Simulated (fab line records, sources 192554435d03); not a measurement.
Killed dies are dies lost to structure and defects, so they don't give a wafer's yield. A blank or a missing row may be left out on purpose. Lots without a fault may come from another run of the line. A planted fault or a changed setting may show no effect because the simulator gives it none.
One fault seen from 2 desks | flow n5_finfet | each desk has only its own numbers; what lay behind them comes last

THE TOOL OWNER'S DESK: rie_diel-06
The tool's own readings at N5_BEOL_M15_TRENCH_ETCH_34 (etches SiO2 in C4F8/O2/Ar, target depth 872.93 nm, time 199 s): means of the sampled wafers that have a number, for each lot that ran on this tool. A lot is out of limits, marked OUT, if its mean lies more than 4 standard deviations from the usual mean; the brackets give that distance.
Columns: A = drypump_motor_current_A at N5_BEOL_M15_TRENCH_ETCH_34, usual 5.6 A; B = he_inner_torr at N5_BEOL_M15_TRENCH_ETCH_34, usual 15.00 Torr; C = oes_product_au at N5_BEOL_M15_TRENCH_ETCH_34, usual 0.78 a.u.; D = rf_vpp_V at N5_BEOL_M15_TRENCH_ETCH_34, usual 2186 V; E = showerhead_plenum_p_Torr at N5_BEOL_M15_TRENCH_ETCH_34, usual 3.43 Torr; F = throttle_valve_pct at N5_BEOL_M15_TRENCH_ETCH_34, usual 30.82 %
lot  | first seen here | A   | B     | C    | D    | E    | F
L159 | day 11 14:36    | 5.6 | 15.03 | 0.80 | 2162 | 3.46 | 30.72
L160 | day 12 01:56    | 5.4 | 15.03 | 0.87 | 2161 | 3.35 | 30.65
This desk's finding: nothing out of limits on any of the 2 lots.

THE METROLOGY DESK
What the gauges read, lot by lot, whatever tool the lot ran on: means of the sampled wafers that have a number. A lot is out of limits, marked OUT, if its mean lies more than 4 standard deviations from the usual mean; the brackets give that distance.
Columns: A = cd_nm at N5_PASSIVATION_CD_MEAS_44, usual 39999 nm
lot  | first seen here | A
L159 | day 12 04:55    | 39998
L160 | day 12 17:47    | 39994
L162 | day 13 07:39    | 39996
L166 | day 13 19:54    | 40002
L167 | day 14 09:25    | 39997
L169 | day 14 19:17    | 40002
L175 | day 16 08:29    | 39998
L174 | day 16 08:48    | 40002
L177 | day 17 04:50    | 40002
L180 | day 18 05:57    | 39996
This desk's finding: nothing out of limits on any of the 10 lots.

PUT TOGETHER
The tool owner's desk saw nothing out of limits.
The metrology desk saw nothing out of limits.

WHAT THE SIMULATOR HAD PUT IN
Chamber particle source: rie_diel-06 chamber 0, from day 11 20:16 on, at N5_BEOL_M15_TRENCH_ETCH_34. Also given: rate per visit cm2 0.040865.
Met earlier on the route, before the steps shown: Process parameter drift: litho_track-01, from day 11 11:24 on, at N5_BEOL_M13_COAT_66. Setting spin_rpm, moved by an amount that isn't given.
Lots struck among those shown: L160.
